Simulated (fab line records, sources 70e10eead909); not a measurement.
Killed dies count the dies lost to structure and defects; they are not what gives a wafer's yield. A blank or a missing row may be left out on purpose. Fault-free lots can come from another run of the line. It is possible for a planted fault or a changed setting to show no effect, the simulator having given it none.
Which tool was responsible? || flow nand harc || 24 lots with 72 wafers sampled at 3 steps, on a route of 1302 steps

## WHAT EACH GAUGE READ, for each wafer
NHARC_A_CONTACT_CD_MEAS_53. Usual: cd nm at 289.7 nm, with a standard deviation of 0.57.
{"lot": "L074", "measured": "day 21 17:18", "on": "cd sem-01", "cd nm (nm)": "290.4 289.8 289.9", "flag": ""}
{"lot": "L075", "measured": "day 22 04:33", "on": "cd sem-02", "cd nm (nm)": "289.5 289.9 289.8", "flag": ""}
{"lot": "L076", "measured": "day 22 05:35", "on": "cd sem-02", "cd nm (nm)": "290.1 289.7 290.2", "flag": ""}
{"lot": "L077", "measured": "day 23 08:59", "on": "cd sem-01", "cd nm (nm)": "289.7 289.8 290.2", "flag": ""}
{"lot": "L078", "measured": "day 23 09:12", "on": "cd sem-02", "cd nm (nm)": "289.3 289.6 289.9", "flag": ""}
{"lot": "L079", "measured": "day 24 06:40", "on": "cd sem-01", "cd nm (nm)": "290.4 290.5 290.2", "flag": ""}
{"lot": "L080", "measured": "day 24 15:14", "on": "cd sem-02", "cd nm (nm)": "289.3 290.2 289.1", "flag": ""}
{"lot": "L081", "measured": "day 24 15:23", "on": "cd sem-02", "cd nm (nm)": "289.5 288.9 289.2", "flag": ""}
{"lot": "L082", "measured": "day 25 00:05", "on": "cd sem-01", "cd nm (nm)": "288.4 288.4 287.7", "flag": ""}
{"lot": "L085", "measured": "day 25 12:39", "on": "cd sem-02", "cd nm (nm)": "289.7 289.6 289.5", "flag": ""}
{"lot": "L084", "measured": "day 25 18:21", "on": "cd sem-02", "cd nm (nm)": "289.2 289.2 289.2", "flag": ""}
{"lot": "L083", "measured": "day 26 01:59", "on": "cd sem-02", "cd nm (nm)": "289.8 289.5 289.2", "flag": ""}
{"lot": "L086", "measured": "day 26 16:19", "on": "cd sem-03", "cd nm (nm)": "288.8 289.3 289.0", "flag": ""}
{"lot": "L087", "measured": "day 27 12:23", "on": "cd sem-02", "cd nm (nm)": "289.6 289.1 290.1", "flag": ""}
{"lot": "L088", "measured": "day 27 22:55", "on": "cd sem-01", "cd nm (nm)": "289.5 289.6 289.8", "flag": ""}
{"lot": "L089", "measured": "day 28 07:37", "on": "cd sem-02", "cd nm (nm)": "289.7 289.6 290.0", "flag": ""}
{"lot": "L090", "measured": "day 28 08:37", "on": "cd sem-01", "cd nm (nm)": "290.6 290.0 290.2", "flag": ""}
{"lot": "L091", "measured": "day 28 09:59", "on": "cd sem-01", "cd nm (nm)": "289.8 289.9 289.3", "flag": ""}
{"lot": "L092", "measured": "day 29 08:55", "on": "cd sem-03", "cd nm (nm)": "290.1 290.0 289.6", "flag": ""}
{"lot": "L093", "measured": "day 29 16:39", "on": "cd sem-02", "cd nm (nm)": "290.1 290.7 290.4", "flag": ""}
{"lot": "L095", "measured": "day 30 13:44", "on": "cd sem-03", "cd nm (nm)": "289.8 289.4 289.2", "flag": ""}
{"lot": "L094", "measured": "day 30 19:15", "on": "cd sem-03", "cd nm (nm)": "289.8 289.9 290.3", "flag": ""}
{"lot": "L097", "measured": "day 31 11:52", "on": "cd sem-02", "cd nm (nm)": "289.6 289.4 289.7", "flag": ""}
{"lot": "L096", "measured": "day 31 12:23", "on": "cd sem-02", "cd nm (nm)": "290.7 290.5 289.8", "flag": ""}

## WHAT TOOL EACH LOT RAN ON (gives the tool, then ch and the chambers of the sampled wafers, and finally the start)
{"lot": "L074", "NHARC_A_CONTACT_ETCH_120": "har cap etch-01 ch 0, day 21 15:35", "NHARC_A_CONTACT_ETCH_123": "har cap etch-01 ch 0, day 21 16:06"}
{"lot": "L075", "NHARC_A_CONTACT_ETCH_120": "har cap etch-03 ch 0,1, day 22 02:54", "NHARC_A_CONTACT_ETCH_123": "har cap etch-03 ch 0,1, day 22 03:32"}
{"lot": "L076", "NHARC_A_CONTACT_ETCH_120": "har cap etch-02 ch 0,1, day 22 03:55", "NHARC_A_CONTACT_ETCH_123": "har cap etch-02 ch 0,1, day 22 04:29"}
{"lot": "L077", "NHARC_A_CONTACT_ETCH_120": "har cap etch-03 ch 0,1, day 23 07:20", "NHARC_A_CONTACT_ETCH_123": "har cap etch-03 ch 0,1, day 23 07:58"}
{"lot": "L078", "NHARC_A_CONTACT_ETCH_120": "har cap etch-02 ch 0,1, day 23 07:29", "NHARC_A_CONTACT_ETCH_123": "har cap etch-02 ch 0,1, day 23 08:00"}
{"lot": "L079", "NHARC_A_CONTACT_ETCH_120": "har cap etch-03 ch 0,1, day 24 04:55", "NHARC_A_CONTACT_ETCH_123": "har cap etch-03 ch 0,1, day 24 05:25"}
{"lot": "L080", "NHARC_A_CONTACT_ETCH_120": "har cap etch-02 ch 0,1, day 24 13:31", "NHARC_A_CONTACT_ETCH_123": "har cap etch-02 ch 0,1, day 24 14:02"}
{"lot": "L081", "NHARC_A_CONTACT_ETCH_120": "har cap etch-01 ch 0,1, day 24 13:43", "NHARC_A_CONTACT_ETCH_123": "har cap etch-01 ch 0,1, day 24 14:17"}
{"lot": "L082", "NHARC_A_CONTACT_ETCH_120": "har cap etch-02 ch 0,1, day 24 22:25", "NHARC_A_CONTACT_ETCH_123": "har cap etch-02 ch 0,1, day 24 22:59"}
{"lot": "L085", "NHARC_A_CONTACT_ETCH_120": "har cap etch-02 ch 0,1, day 25 10:58", "NHARC_A_CONTACT_ETCH_123": "har cap etch-02 ch 0,1, day 25 11:32"}
{"lot": "L084", "NHARC_A_CONTACT_ETCH_120": "har cap etch-03 ch 0,1, day 25 16:41", "NHARC_A_CONTACT_ETCH_123": "har cap etch-03 ch 0,1, day 25 17:19"}
{"lot": "L083", "NHARC_A_CONTACT_ETCH_120": "har cap etch-01 ch 0,1, day 26 00:16", "NHARC_A_CONTACT_ETCH_123": "har cap etch-01 ch 0,1, day 26 00:47"}
{"lot": "L086", "NHARC_A_CONTACT_ETCH_120": "har cap etch-02 ch 0,1, day 26 14:26", "NHARC_A_CONTACT_ETCH_123": "har cap etch-02 ch 0,1, day 26 15:00"}
{"lot": "L087", "NHARC_A_CONTACT_ETCH_120": "har cap etch-01 ch 0,1, day 27 10:43", "NHARC_A_CONTACT_ETCH_123": "har cap etch-01 ch 0,1, day 27 11:17"}
{"lot": "L088", "NHARC_A_CONTACT_ETCH_120": "har cap etch-02 ch 0,1, day 27 21:16", "NHARC_A_CONTACT_ETCH_123": "har cap etch-02 ch 0,1, day 27 21:53"}
{"lot": "L089", "NHARC_A_CONTACT_ETCH_120": "har cap etch-03 ch 0,1, day 28 05:58", "NHARC_A_CONTACT_ETCH_123": "har cap etch-03 ch 0,1, day 28 06:35"}
{"lot": "L090", "NHARC_A_CONTACT_ETCH_120": "har cap etch-02 ch 0,1, day 28 06:54", "NHARC_A_CONTACT_ETCH_123": "har cap etch-02 ch 0,1, day 28 07:25"}
{"lot": "L091", "NHARC_A_CONTACT_ETCH_120": "har cap etch-01 ch 0,1, day 28 08:18", "NHARC_A_CONTACT_ETCH_123": "har cap etch-01 ch 0,1, day 28 08:52"}
{"lot": "L092", "NHARC_A_CONTACT_ETCH_120": "har cap etch-03 ch 0,1, day 29 07:05", "NHARC_A_CONTACT_ETCH_123": "har cap etch-03 ch 0,1, day 29 07:43"}
{"lot": "L093", "NHARC_A_CONTACT_ETCH_120": "har cap etch-01 ch 0,1, day 29 14:58", "NHARC_A_CONTACT_ETCH_123": "har cap etch-01 ch 0,1, day 29 15:28"}
{"lot": "L095", "NHARC_A_CONTACT_ETCH_120": "har cap etch-03 ch 0,1, day 30 11:56", "NHARC_A_CONTACT_ETCH_123": "har cap etch-03 ch 0,1, day 30 12:38"}
{"lot": "L094", "NHARC_A_CONTACT_ETCH_120": "har cap etch-01 ch 0,1, day 30 17:10", "NHARC_A_CONTACT_ETCH_123": "har cap etch-01 ch 0,1, day 30 17:50"}
{"lot": "L097", "NHARC_A_CONTACT_ETCH_120": "har cap etch-01 ch 0,1, day 31 10:14", "NHARC_A_CONTACT_ETCH_123": "har cap etch-01 ch 0,1, day 31 10:55"}
{"lot": "L096", "NHARC_A_CONTACT_ETCH_120": "har cap etch-02 ch 0,1, day 31 10:40", "NHARC_A_CONTACT_ETCH_123": "har cap etch-02 ch 0,1, day 31 11:11"}
- NHARC_A_CONTACT_ETCH_120: etches the open film in C4F8/O2/Ar, time 190 s, target depth 1850 nm.
- NHARC_A_CONTACT_ETCH_123: etches the open film in C4F8/O2/Ar, time 490 s, target depth 2110 nm.

## AS READ BY THE TOOLS THEMSELVES (means over the sampled wafers that have a number; for cases with no such wafer, the mark the record gives instead)
The record holds no such reading with a usual standard deviation.

## THE ANSWER, worked out from the rows above alone
Rule: a lot is off if the mean of its wafers that have a number lies more than 3 standard deviations from the usual mean. Also off: a lot with no number at a reading for which 4 or more lots have one. All remaining lots with rows at the step are treated as sound. After the gauges, taken in route order, come the tools' own readings; for these a lot's mean is taken, as printed above. The first step at which some lot is off is used, and at that step the reading that is off furthest; a lot without a number counts as furthest.
Nothing can be told from this: no lot is off at any reading shown.

## WHAT WAS PUT IN BY THE SIMULATOR
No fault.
